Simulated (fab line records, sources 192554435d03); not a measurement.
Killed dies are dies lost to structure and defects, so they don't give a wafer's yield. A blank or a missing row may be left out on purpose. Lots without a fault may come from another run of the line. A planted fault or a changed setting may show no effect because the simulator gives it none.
Chamber matching | flow n5_finfet | N5_STI_FIN_REVEAL_STRIP_24 on rie_diel-02: 4 sister chambers
The step strips in N2/H2, time 90 s. 20 wafers are shown with their chamber, then 10 later ones without.

WAFERS WITH THEIR CHAMBER
wafer  | chamber | drypump_motor_current_A (A) | showerhead_plenum_p_Torr (Torr) | throttle_valve_pct (%)
L074.1 | 0       | 5.0                         | 3.21                            | 12.45
L074.3 | 2       | 4.9                         | 3.43                            | 12.22
L074.6 | 1       | 6.7                         | 3.34                            | 12.50
L075.1 | 0       | 5.0                         | 3.21                            | 12.45
L075.4 | 2       | 4.9                         | 3.43                            | 12.21
L075.5 | 0       | 5.0                         | 3.21                            | 12.45
L077.3 | 2       | 5.0                         | 3.43                            | 12.23
L077.4 | 1       | 6.7                         | 3.33                            | 12.51
L077.6 | 2       | 5.0                         | 3.43                            | 12.25
L080.1 | 0       | 5.0                         | 3.21                            | 12.46
L080.4 | 1       | 6.7                         | 3.33                            | 12.52
L080.6 | 2       | 4.9                         | 3.43                            | 12.27
L081.4 | 2       | 4.9                         | 3.42                            | 12.27
L081.5 | 0       | 5.0                         | 3.21                            | 12.48
L081.6 | 1       | 6.7                         | 3.33                            | 12.54
L084.1 | 2       | 5.0                         | 3.42                            | 12.29
L084.2 | 0       | 5.0                         | 3.20                            | 12.50
L084.3 | 3       | 5.9                         | 3.59                            | 11.85
L085.2 | 2       | 4.9                         | 3.42                            | 12.30
L085.3 | 0       | 5.0                         | 3.20                            | 12.50

SIGNATURES (means of the wafers above)
reading                  | chamber 0 | chamber 1 | chamber 2 | chamber 3 | scatter within a chamber
drypump_motor_current_A  | 5.000     | 6.700     | 4.938     | 5.900     | 0.0342
showerhead_plenum_p_Torr | 3.2071    | 3.3325    | 3.4263    | 3.5900    | 0.00503
throttle_valve_pct       | 12.4700   | 12.5175   | 12.2550   | 11.8500   | 0.027
Rule: a wafer's distance from a chamber is the root of the sum, over the readings, of the square of ((its reading less the chamber's mean) divided by the reading's scatter). The wafer belongs to the nearest chamber; if the next one is less than 2 further off, it can't be placed. The scatter: the root of (the sum of the squares of (reading less its chamber's mean) over the shown wafers, divided by (wafers less chambers)).

WAFERS WITHOUT THEIR CHAMBER
wafer  | drypump_motor_current_A (A) | showerhead_plenum_p_Torr (Torr) | throttle_valve_pct (%)
L085.4 | 5.0                         | 3.20                            | 12.51
L087.2 | 5.0                         | 3.20                            | 12.52
L087.3 | 5.9                         | 3.59                            | 11.87
L087.6 | 5.0                         | 3.20                            | 12.55
L088.1 | 5.0                         | 3.20                            | 12.54
L088.3 | 6.7                         | 3.32                            | 11.93
L088.4 | 4.9                         | 3.42                            | 12.34
L092.1 | 5.0                         | 3.19                            | 12.56
L092.4 | 6.7                         | 3.32                            | 11.95
L092.6 | 5.0                         | 3.19                            | 12.56

WHICH CHAMBER EACH WENT THROUGH
wafer  | from the rows above | in truth
L085.4 | 0                   | 0
L087.2 | 0                   | 0
L087.3 | 3                   | 3
L087.6 | 0                   | 0
L088.1 | 0                   | 0
L088.3 | 1                   | 1
L088.4 | 2                   | 2
L092.1 | 0                   | 0
L092.4 | 1                   | 1
L092.6 | 0                   | 0
Placed correctly: 10 of 10. Can't be placed from these rows: 0. Placed wrongly: 0.
